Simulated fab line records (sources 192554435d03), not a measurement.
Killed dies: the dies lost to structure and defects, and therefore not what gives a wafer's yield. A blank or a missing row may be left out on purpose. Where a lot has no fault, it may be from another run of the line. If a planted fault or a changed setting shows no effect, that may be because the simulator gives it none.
Which tool was responsible? || flow n5 finfet || Sampling: 9 lots, 27 wafers, 6 of 1938 route steps

WHAT EACH GAUGE READ, for each wafer
N5_SD_EPI_N_OVL_MEAS_10. Usual: SD_N_BLK_OVL -0.3 nm, standard deviation 0.67.
{"lot": "L925", "measured": "day 3 02:49", "on": "overlay-02", "SD_N_BLK_OVL (nm)": "-0.8 0.2 0.3", "flag": ""}
{"lot": "L927", "measured": "day 3 12:47", "on": "overlay-01", "SD_N_BLK_OVL (nm)": "0.4 0.2 0.4", "flag": ""}
{"lot": "L930", "measured": "day 4 05:57", "on": "overlay-01", "SD_N_BLK_OVL (nm)": "-0.4 0.7 0.3", "flag": ""}
{"lot": "L935", "measured": "day 5 11:40", "on": "overlay-01", "SD_N_BLK_OVL (nm)": "-0.1 0.2 0.9", "flag": ""}
{"lot": "L938", "measured": "day 6 06:54", "on": "overlay-02", "SD_N_BLK_OVL (nm)": "-0.6 1.1 0.2", "flag": ""}
{"lot": "L940", "measured": "day 6 18:36", "on": "overlay-01", "SD_N_BLK_OVL (nm)": "-0.9 0.3 -0.6", "flag": ""}
{"lot": "L941", "measured": "day 6 23:37", "on": "overlay-02", "SD_N_BLK_OVL (nm)": "0.3 0.2 0.0", "flag": ""}
{"lot": "L942", "measured": "day 7 06:15", "on": "overlay-01", "SD_N_BLK_OVL (nm)": "-0.9 1.5 -1.0", "flag": ""}
{"lot": "L946", "measured": "day 8 07:01", "on": "overlay-02", "SD_N_BLK_OVL (nm)": "-1.6 -1.2 -0.4", "flag": ""}

N5_SD_EPI_P_CD_MEAS_09 targets a cd of 240 nm. Usual: 240.3 nm for cd nm, sd 0.76.
{"lot": "L925", "measured": "day 3 07:06", "on": "cd sem-01", "cd nm (nm)": "240.0 240.5 240.5", "flag": ""}
{"lot": "L927", "measured": "day 3 17:22", "on": "cd sem-01", "cd nm (nm)": "239.8 240.2 239.9", "flag": ""}
{"lot": "L930", "measured": "day 4 10:31", "on": "cd sem-03", "cd nm (nm)": "240.2 239.3 240.2", "flag": ""}
{"lot": "L935", "measured": "day 5 16:02", "on": "cd sem-03", "cd nm (nm)": "240.7 241.2 240.6", "flag": ""}
{"lot": "L938", "measured": "day 6 11:21", "on": "cd sem-03", "cd nm (nm)": "239.3 239.3 240.1", "flag": ""}
{"lot": "L940", "measured": "day 6 22:58", "on": "cd sem-02", "cd nm (nm)": "240.0 239.8 239.3", "flag": ""}
{"lot": "L941", "measured": "day 7 04:09", "on": "cd sem-03", "cd nm (nm)": "225.0 224.0 225.0", "flag": "OFF"}
{"lot": "L942", "measured": "day 7 11:09", "on": "cd sem-02", "cd nm (nm)": "224.6 224.9 224.9", "flag": "OFF"}
{"lot": "L946", "measured": "day 8 12:10", "on": "cd sem-03", "cd nm (nm)": "240.8 241.4 241.0", "flag": ""}

N5_SD_EPI_P_INSPECT_11: inspects for defects (macro). Usual: 2.1 for raw defect count, sd 1.4.
{"lot": "L925", "measured": "day 3 07:10", "on": "defect inspect-02", "raw defect count": "4 3 1", "flag": ""}
{"lot": "L927", "measured": "day 3 17:25", "on": "defect inspect-01", "raw defect count": "3 4 5", "flag": ""}
{"lot": "L930", "measured": "day 4 10:34", "on": "defect inspect-02", "raw defect count": "1 3 2", "flag": ""}
{"lot": "L935", "measured": "day 5 16:05", "on": "defect inspect-01", "raw defect count": "1 3 2", "flag": ""}
{"lot": "L938", "measured": "day 6 11:24", "on": "defect inspect-01", "raw defect count": "2 1 3", "flag": ""}
{"lot": "L940", "measured": "day 6 23:01", "on": "defect inspect-02", "raw defect count": "2 1 1", "flag": ""}
{"lot": "L941", "measured": "day 7 04:13", "on": "defect inspect-01", "raw defect count": "4 0 3", "flag": ""}
{"lot": "L942", "measured": "day 7 11:13", "on": "defect inspect-01", "raw defect count": "2 2 3", "flag": ""}
{"lot": "L946", "measured": "day 8 12:13", "on": "defect inspect-02", "raw defect count": "1 4 2", "flag": ""}

N5_BEOL_M4_RC_MEAS_101. Usual: DIBL_N 36.4 mV/V, standard deviation 1.3; DIBL_P 36.5 mV/V, standard deviation 1.7; IOFF_N 0.154 nA/um, standard deviation 0.022; IOFF_P 0.202 nA/um, standard deviation 0.025; ION_N 671 uA/um, standard deviation 9.8; ION_P 460 uA/um, standard deviation 6.8; SS_N 71.6 mV/dec, standard deviation 0.54; SS_P 73.4 mV/dec, standard deviation 0.58; VT_N 250.9 mV, standard deviation 2.8; VT_P -251.4 mV, standard deviation 2.7.
{"lot": "L925", "measured": "day 7 23:53", "on": "prober-01", "DIBL_N (mV/V)": "39.0 39.4 40.5", "DIBL_P (mV/V)": "37.2 37.7 39.9", "IOFF_N (nA/um)": "0.176 0.183 0.224", "IOFF_P (nA/um)": "0.213 0.222 0.259", "ION_N (uA/um)": "686 683 697", "ION_P (uA/um)": "469 461 477", "SS_N (mV/dec)": "73.3 72.5 72.8", "SS_P (mV/dec)": "74.2 74.1 74.2", "VT_N (mV)": "247.0 247.6 244.5", "VT_P (mV)": "-251.2 -249.5 -250.8", "flag": ""}
{"lot": "L927", "measured": "day 8 07:36", "on": "prober-02", "DIBL_N (mV/V)": "37.7 34.9 37.6", "DIBL_P (mV/V)": "38.0 34.4 37.3", "IOFF_N (nA/um)": "0.170 0.125 0.170", "IOFF_P (nA/um)": "0.216 0.167 0.201", "ION_N (uA/um)": "667 657 672", "ION_P (uA/um)": "457 453 456", "SS_N (mV/dec)": "71.6 70.8 71.3", "SS_P (mV/dec)": "74.3 73.3 74.2", "VT_N (mV)": "249.1 255.3 251.2", "VT_P (mV)": "-252.6 -256.2 -253.2", "flag": ""}
{"lot": "L930", "measured": "day 9 02:28", "on": "prober-02", "DIBL_N (mV/V)": "36.6 36.0 35.3", "DIBL_P (mV/V)": "37.2 36.3 35.5", "IOFF_N (nA/um)": "0.147 0.145 0.134", "IOFF_P (nA/um)": "0.204 0.201 0.183", "ION_N (uA/um)": "679 694 665", "ION_P (uA/um)": "463 469 460", "SS_N (mV/dec)": "72.0 71.6 71.7", "SS_P (mV/dec)": "73.4 72.9 73.3", "VT_N (mV)": "249.0 250.9 251.9", "VT_P (mV)": "-249.7 -250.8 -252.3", "flag": ""}
{"lot": "L935", "measured": "day 10 04:52", "on": "prober-01", "DIBL_N (mV/V)": "37.0 36.2 35.5", "DIBL_P (mV/V)": "36.6 35.5 34.2", "IOFF_N (nA/um)": "0.162 0.148 0.134", "IOFF_P (nA/um)": "0.231 0.208 0.188", "ION_N (uA/um)": "680 674 671", "ION_P (uA/um)": "472 463 462", "SS_N (mV/dec)": "71.5 71.1 71.2", "SS_P (mV/dec)": "73.0 72.7 71.7", "VT_N (mV)": "248.9 249.8 249.6", "VT_P (mV)": "-249.5 -251.7 -250.8", "flag": ""}
{"lot": "L938", "measured": "day 10 14:43", "on": "prober-02", "DIBL_N (mV/V)": "36.2 35.1 34.2", "DIBL_P (mV/V)": "36.7 35.4 33.9", "IOFF_N (nA/um)": "0.164 0.143 0.132", "IOFF_P (nA/um)": "0.205 0.187 0.176", "ION_N (uA/um)": "681 671 671", "ION_P (uA/um)": "464 459 458", "SS_N (mV/dec)": "71.7 71.8 71.3", "SS_P (mV/dec)": "72.6 72.5 72.5", "VT_N (mV)": "250.9 252.5 251.3", "VT_P (mV)": "-250.8 -251.6 -253.4", "flag": ""}
{"lot": "L940", "measured": "day 11 21:14", "on": "prober-01", "DIBL_N (mV/V)": "37.2 35.0 36.2", "DIBL_P (mV/V)": "35.4 34.6 35.3", "IOFF_N (nA/um)": "0.176 0.140 0.156", "IOFF_P (nA/um)": "0.210 0.197 0.205", "ION_N (uA/um)": "665 667 663", "ION_P (uA/um)": "452 457 456", "SS_N (mV/dec)": "72.6 72.0 71.8", "SS_P (mV/dec)": "73.9 73.3 73.6", "VT_N (mV)": "250.9 252.5 250.5", "VT_P (mV)": "-251.1 -249.8 -248.8", "flag": ""}
{"lot": "L941", "measured": "day 12 01:38", "on": "prober-01", "DIBL_N (mV/V)": "33.6 34.6 35.3", "DIBL_P (mV/V)": "33.9 35.4 36.2", "IOFF_N (nA/um)": "0.125 0.136 0.144", "IOFF_P (nA/um)": "0.181 0.197 0.205", "ION_N (uA/um)": "662 671 667", "ION_P (uA/um)": "457 463 457", "SS_N (mV/dec)": "70.7 71.0 71.8", "SS_P (mV/dec)": "72.4 73.3 73.4", "VT_N (mV)": "255.2 252.1 253.1", "VT_P (mV)": "-250.4 -249.0 -250.7", "flag": ""}
{"lot": "L942", "measured": "day 12 04:25", "on": "prober-01", "DIBL_N (mV/V)": "34.8 35.5 36.8", "DIBL_P (mV/V)": "34.5 35.5 36.3", "IOFF_N (nA/um)": "0.125 0.136 0.145", "IOFF_P (nA/um)": "0.172 0.194 0.209", "ION_N (uA/um)": "655 660 659", "ION_P (uA/um)": "449 458 458", "SS_N (mV/dec)": "71.9 71.4 71.2", "SS_P (mV/dec)": "72.9 73.9 73.0", "VT_N (mV)": "256.1 254.0 250.3", "VT_P (mV)": "-255.7 -254.8 -253.4", "flag": ""}
{"lot": "L946", "measured": "day 12 23:37", "on": "prober-02", "DIBL_N (mV/V)": "38.7 37.7 38.3", "DIBL_P (mV/V)": "40.7 40.3 41.4", "IOFF_N (nA/um)": "0.203 0.184 0.213", "IOFF_P (nA/um)": "0.250 0.238 0.267", "ION_N (uA/um)": "671 675 679", "ION_P (uA/um)": "462 457 461", "SS_N (mV/dec)": "73.0 72.1 72.4", "SS_P (mV/dec)": "74.1 74.4 73.9", "VT_N (mV)": "248.8 249.9 248.1", "VT_P (mV)": "-248.9 -249.7 -247.8", "flag": ""}

WHICH TOOL RAN EACH LOT (tool, then ch and the chambers of the sampled wafers, then the start)
{"lot": "L925", "N5_SD_EPI_N_ETCH_34": "rie diel-05 ch 0,2, day 3 02:55", "N5_SD_EPI_P_PEB_07": "litho track-01 ch 0, day 3 07:02"}
{"lot": "L927", "N5_SD_EPI_N_ETCH_34": "rie diel-06 ch 0,1,3, day 3 12:53", "N5_SD_EPI_P_PEB_07": "litho track-04 ch 0, day 3 17:18"}
{"lot": "L930", "N5_SD_EPI_N_ETCH_34": "rie diel-02 ch 0,3, day 4 06:02", "N5_SD_EPI_P_PEB_07": "litho track-04 ch 0, day 4 10:27"}
{"lot": "L935", "N5_SD_EPI_N_ETCH_34": "rie diel-05 ch 1,2, day 5 11:50", "N5_SD_EPI_P_PEB_07": "litho track-04 ch 0, day 5 15:58"}
{"lot": "L938", "N5_SD_EPI_N_ETCH_34": "rie diel-06 ch 1,2,3, day 6 06:59", "N5_SD_EPI_P_PEB_07": "litho track-01 ch 0, day 6 11:17"}
{"lot": "L940", "N5_SD_EPI_N_ETCH_34": "rie diel-02 ch 0,1, day 6 18:45", "N5_SD_EPI_P_PEB_07": "litho track-05 ch 0, day 6 22:53"}
{"lot": "L941", "N5_SD_EPI_N_ETCH_34": "rie diel-02 ch 0,1, day 6 23:50", "N5_SD_EPI_P_PEB_07": "litho track-04 ch 0, day 7 04:05"}
{"lot": "L942", "N5_SD_EPI_N_ETCH_34": "rie diel-06 ch 0,1, day 7 06:26", "N5_SD_EPI_P_PEB_07": "litho track-04 ch 0, day 7 11:05"}
{"lot": "L946", "N5_SD_EPI_N_ETCH_34": "rie diel-06 ch 0,1,2, day 8 07:07", "N5_SD_EPI_P_PEB_07": "litho track-05 ch 0, day 8 12:06"}
- N5_SD_EPI_N_ETCH_34: etches SiARC in CF4, target depth 45.5 nm, time 75.8 s.
- N5_SD_EPI_P_PEB_07: peb time 60 s.

WHAT THE TOOLS THEMSELVES READ (means of the sampled wafers that have a number; where no wafer has one, the mark that the record gives instead)
N5_SD_EPI_N_ETCH_34. Usual: bias w 36.01 W, standard deviation 0.11; chamber pressure mTorr 40.00 mTorr, standard deviation 0.038; drypump motor current A 5.8 A, standard deviation 0.38; etch rf on time s 75.9 s, standard deviation 1.2; mfc ar sccm 100.0 sccm, standard deviation 0.31; oes product au 0.66 a.u., standard deviation 0.079; rf vpp V 183.6 V, standard deviation 0.98; showerhead plenum p Torr 2.11 Torr, standard deviation 0.053; throttle valve pct 15.69 %, standard deviation 0.25.
{"lot": "L925", "tool": "rie diel-05", "bias w (W)": 36.00, "chamber pressure mTorr (mTorr)": 40.01, "drypump motor current A (A)": 5.8, "etch rf on time s (s)": 74.7, "mfc ar sccm (sccm)": 100.2, "oes product au (a.u.)": 0.73, "rf vpp V (V)": 184.3, "showerhead plenum p Torr (Torr)": 2.14, "throttle valve pct (%)": 15.54, "flag": ""}
{"lot": "L927", "tool": "rie diel-06", "bias w (W)": 35.99, "chamber pressure mTorr (mTorr)": 39.99, "drypump motor current A (A)": 6.0, "etch rf on time s (s)": 75.6, "mfc ar sccm (sccm)": 100.3, "oes product au (a.u.)": 0.64, "rf vpp V (V)": 183.8, "showerhead plenum p Torr (Torr)": 2.11, "throttle valve pct (%)": 15.76, "flag": ""}
{"lot": "L930", "tool": "rie diel-02", "bias w (W)": 36.05, "chamber pressure mTorr (mTorr)": 39.97, "drypump motor current A (A)": 6.0, "etch rf on time s (s)": 77.2, "mfc ar sccm (sccm)": 100.1, "oes product au (a.u.)": 0.62, "rf vpp V (V)": 183.6, "showerhead plenum p Torr (Torr)": 2.05, "throttle valve pct (%)": 15.85, "flag": ""}
{"lot": "L935", "tool": "rie diel-05", "bias w (W)": 36.08, "chamber pressure mTorr (mTorr)": 39.99, "drypump motor current A (A)": 5.5, "etch rf on time s (s)": 76.2, "mfc ar sccm (sccm)": 100.2, "oes product au (a.u.)": 0.58, "rf vpp V (V)": 183.9, "showerhead plenum p Torr (Torr)": 2.13, "throttle valve pct (%)": 15.83, "flag": ""}
{"lot": "L938", "tool": "rie diel-06", "bias w (W)": 36.09, "chamber pressure mTorr (mTorr)": 40.01, "drypump motor current A (A)": 6.0, "etch rf on time s (s)": 75.7, "mfc ar sccm (sccm)": 99.9, "oes product au (a.u.)": 0.63, "rf vpp V (V)": 184.1, "showerhead plenum p Torr (Torr)": 2.11, "throttle valve pct (%)": 15.68, "flag": ""}
{"lot": "L940", "tool": "rie diel-02", "bias w (W)": 35.98, "chamber pressure mTorr (mTorr)": 39.99, "drypump motor current A (A)": 5.3, "etch rf on time s (s)": 77.0, "mfc ar sccm (sccm)": 99.8, "oes product au (a.u.)": 0.62, "rf vpp V (V)": 183.3, "showerhead plenum p Torr (Torr)": 2.05, "throttle valve pct (%)": 15.68, "flag": ""}
{"lot": "L941", "tool": "rie diel-02", "bias w (W)": 36.08, "chamber pressure mTorr (mTorr)": 39.98, "drypump motor current A (A)": 5.6, "etch rf on time s (s)": 78.5, "mfc ar sccm (sccm)": 100.0, "oes product au (a.u.)": 0.61, "rf vpp V (V)": 182.0, "showerhead plenum p Torr (Torr)": 2.04, "throttle valve pct (%)": 15.71, "flag": ""}
{"lot": "L942", "tool": "rie diel-06", "bias w (W)": 36.08, "chamber pressure mTorr (mTorr)": 39.98, "drypump motor current A (A)": 5.9, "etch rf on time s (s)": 75.5, "mfc ar sccm (sccm)": 99.9, "oes product au (a.u.)": 0.76, "rf vpp V (V)": 183.9, "showerhead plenum p Torr (Torr)": 2.12, "throttle valve pct (%)": 15.56, "flag": ""}
{"lot": "L946", "tool": "rie diel-06", "bias w (W)": 36.00, "chamber pressure mTorr (mTorr)": 40.00, "drypump motor current A (A)": 5.9, "etch rf on time s (s)": 75.3, "mfc ar sccm (sccm)": 99.9, "oes product au (a.u.)": 0.75, "rf vpp V (V)": 183.3, "showerhead plenum p Torr (Torr)": 2.11, "throttle valve pct (%)": 15.47, "flag": ""}

N5_SD_EPI_P_PEB_07. Usual: heater power total W 175.3 W, standard deviation 1.7; plate temp C 110.01 C, standard deviation 0.15.
{"lot": "L925", "tool": "litho track-01", "heater power total W (W)": 173.5, "plate temp C (C)": 109.96, "flag": ""}
{"lot": "L927", "tool": "litho track-04", "heater power total W (W)": 175.3, "plate temp C (C)": 109.89, "flag": ""}
{"lot": "L930", "tool": "litho track-04", "heater power total W (W)": 176.8, "plate temp C (C)": 109.91, "flag": ""}
{"lot": "L935", "tool": "litho track-04", "heater power total W (W)": 174.6, "plate temp C (C)": 110.01, "flag": ""}
{"lot": "L938", "tool": "litho track-01", "heater power total W (W)": 174.2, "plate temp C (C)": 110.07, "flag": ""}
{"lot": "L940", "tool": "litho track-05", "heater power total W (W)": 175.7, "plate temp C (C)": 110.08, "flag": ""}
{"lot": "L941", "tool": "litho track-04", "heater power total W (W)": 225.8, "plate temp C (C)": "-", "flag": "OFF"}
{"lot": "L942", "tool": "litho track-04", "heater power total W (W)": 223.8, "plate temp C (C)": "-", "flag": "OFF"}
{"lot": "L946", "tool": "litho track-05", "heater power total W (W)": 173.2, "plate temp C (C)": 110.06, "flag": ""}

THE ANSWER, worked out from the rows above alone
Rule: a lot is off if the mean of its wafers that have a number lies more than 3 standard deviations from the usual mean. Also off: a lot with no number at a reading for which 4 or more lots have one. Where the step has rows for the other lots, those lots are counted as sound. Order of review: gauges by route order, followed by the tools' own readings, for which a lot's mean as printed above is used. The first step at which some lot is off is used, and at that step the reading that is off furthest; a lot without a number counts as furthest.
Off: L941, L942 (N5_SD_EPI_P_CD_MEAS_09, cd nm).
A tool fits if, at a process step before that reading, it ran every lot that is off, and no sound lot after the first of them. Not tried: the gauges at N5_SD_EPI_P_CD_MEAS_09; whatever is off there is also off at N5_SD_EPI_P_PEB_07, on other tools, and gauge error can't account for it. One fits: N5_SD_EPI_P_PEB_07 on litho track-04. Its last sound lot is L935 (day 5 15:58), its first lot that is off L941 (day 7 04:05): a fault that began between those two fits.
On the lots that are off, the tool's own readings at N5_SD_EPI_P_PEB_07 differ by more than 5 times the standard deviation of the sound lots' means, which bears it out; heater power total W reads 224.8 W there versus 174.8 W on the sound lots.
Blank at N5_SD_EPI_P_PEB_07 on the lots that are off, where sound lots have numbers: plate temp C.

WHAT THE SIMULATOR HAD INSERTED
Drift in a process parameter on litho track-04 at N5_SD_EPI_P_PEB_07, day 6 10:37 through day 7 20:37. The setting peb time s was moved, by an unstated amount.
Shown lots that were struck: L941, L942. This agrees with what the rule above found.
